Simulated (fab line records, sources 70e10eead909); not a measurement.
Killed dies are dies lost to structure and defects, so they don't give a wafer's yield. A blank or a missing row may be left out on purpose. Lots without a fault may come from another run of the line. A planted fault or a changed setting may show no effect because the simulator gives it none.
A struck lot beside a sound one | flow nand_harc | 21 steps out of a route of 1159
Sound: wafers L355.1, L355.3, L355.6. Struck: wafers L351.3, L351.4. (L351.5 of the same lot was not struck and is left out.) The cause comes at the end.
At each step with rows: each side's tool, then ch and its chambers, then its first start. Under that, the readings that differ: sound wafers | struck wafers | difference of the means | sigmas: that difference in standard deviations of wafers without a fault.
alike: readings whose means differ by less than 2 such deviations, and words and numbers that are the same on both sides. not compared: withheld readings, readings that some wafer has no value for, bounds like >300 that may hide the same value, and numbers for which the record gives no deviation and whose values overlap.
The two part at a step that has a row with sigmas, a row that says differs or no value, or rows on one side only. Numbers that don't overlap but have no deviation are shown without sigmas and don't part them. A reading that every wafer of one side lacks parts them only if that side has two wafers or more.

NHARC_P_CONTACT_CMP_24: polishes, t overpolish 30 s, target thk 200 nm.
  sound on cmp-03 ch 1,2, day 9 20:14; struck on cmp-01 ch 0,2, day 9 07:43
  alike: motor_current_A, overpolish_run_s, time_to_endpoint_s
then, 1 step without rows for these wafers: NHARC_P_CONTACT_SRD_26.
NHARC_P_CONTACT_INSPECT_27:
  sound on defect_inspect-01, day 9 20:39; struck on defect_inspect-02, day 9 08:07
  alike: raw_defect_count
then, 8 steps without rows for these wafers: NHARC_P_M0_DEP_00 (deposits SiOC, target thk 150 nm); NHARC_P_M0_DEHYDRATE_01 (time 120 s); NHARC_P_M0_HMDS_02 (time 30 s); NHARC_P_M0_COAT_33 (time 65 s); NHARC_P_M0_COAT_03 (resist thk 90 nm); NHARC_P_M0_SOFTBAKE_04 (time 55 s); NHARC_P_M0_EBR_05; NHARC_P_M0_EXPOSE_06 (exposes mask P M0, target cd 90 nm).
NHARC_P_M0_PEB_07: peb time 65 s.
  sound on litho_track-06 ch 0, day 9 21:28; struck on litho_track-01 ch 0, day 9 08:51
  alike: resist_line_temp_C
then, 1 step without rows for these wafers: NHARC_P_M0_DEVELOP_08 (develop time 35 s).
NHARC_P_M0_CD_MEAS_09: target cd 90 nm.
  sound on cd_sem-02 ch 0, day 9 21:33; struck on cd_sem-02 ch 0, day 9 08:56
  reading    | sound          | struck    | difference | sigmas
  cd_nm (nm) | 89.7 90.2 89.8 | 93.2 93.4 | +3.4       | +6
NHARC_P_M0_OVL_MEAS_10: pitch 180 nm.
  sound on overlay-01, day 9 21:38; struck on overlay-01, day 9 09:01
  alike: overlay_x_nm, overlay_y_nm
NHARC_P_M0_INSPECT_11:
  sound on defect_inspect-01, day 9 21:40; struck on defect_inspect-01, day 9 09:04
  reading          | sound | struck | difference | sigmas
  raw_defect_count | 8 5 9 | 1 2    | -6         | -3
NHARC_P_M0_DESCUM_14: chemistry O2, time 3 s.
  sound on rie_diel-03 ch 1,2,3, day 9 21:45; struck on rie_diel-08 ch 0,3, day 9 09:08
  reading               | sound             | struck     | difference | sigmas
  model.P_M0.cd_nm (nm) | 90.41 90.44 89.74 | 92.65 93.1 | +2.68      |
  alike: chamber_pressure_mTorr, drypump_motor_current_A, oes_product_au, rf_vpp_V, showerhead_plenum_p_Torr, throttle_valve_pct
  not compared: rf_hours_counter_h
NHARC_P_M0_ETCH_34: etches the open film in N2/H2, target depth 40 nm, overetch 12 nm, time 43.94 s.
  sound on rie_diel-03 ch 1,3, day 9 21:49; struck on rie_diel-08 ch 0,2, day 9 09:13
  alike: chamber_pressure_mTorr, drypump_motor_current_A, oes_product_au, rf_vpp_V, showerhead_plenum_p_Torr, throttle_valve_pct
  not compared: rf_hours_counter_h
NHARC_P_M0_ETCH_15: etches the open film in C4F8/Ar, target depth 150 nm, overetch 15 nm, time 82.5 s.
  sound on rie_diel-03 ch 0,1,2; struck on rie_diel-08 ch 0,2
  reading               | sound           | struck      | difference | sigmas
  model.P_M0.cd_nm (nm) | 90.8 90.44 89.9 | 92.76 93.36 | +2.68      |
  alike: chamber_pressure_mTorr, oes_product_au, rf_vpp_V
  not compared: rf_hours_counter_h
NHARC_P_M0_CD_MEAS_16:
  sound on cd_sem-02, day 9 22:02; struck on cd_sem-03, day 9 09:25
  reading    | sound          | struck    | difference | sigmas
  cd_nm (nm) | 90.9 90.5 89.7 | 92.3 93.6 | +2.6       | +3
then, 1 step without rows for these wafers: NHARC_END_SORT_01.

WHERE THEY PART
First at NHARC_P_M0_CD_MEAS_09; last, within this record, at NHARC_P_M0_CD_MEAS_16.

WHY: what the simulator had put in
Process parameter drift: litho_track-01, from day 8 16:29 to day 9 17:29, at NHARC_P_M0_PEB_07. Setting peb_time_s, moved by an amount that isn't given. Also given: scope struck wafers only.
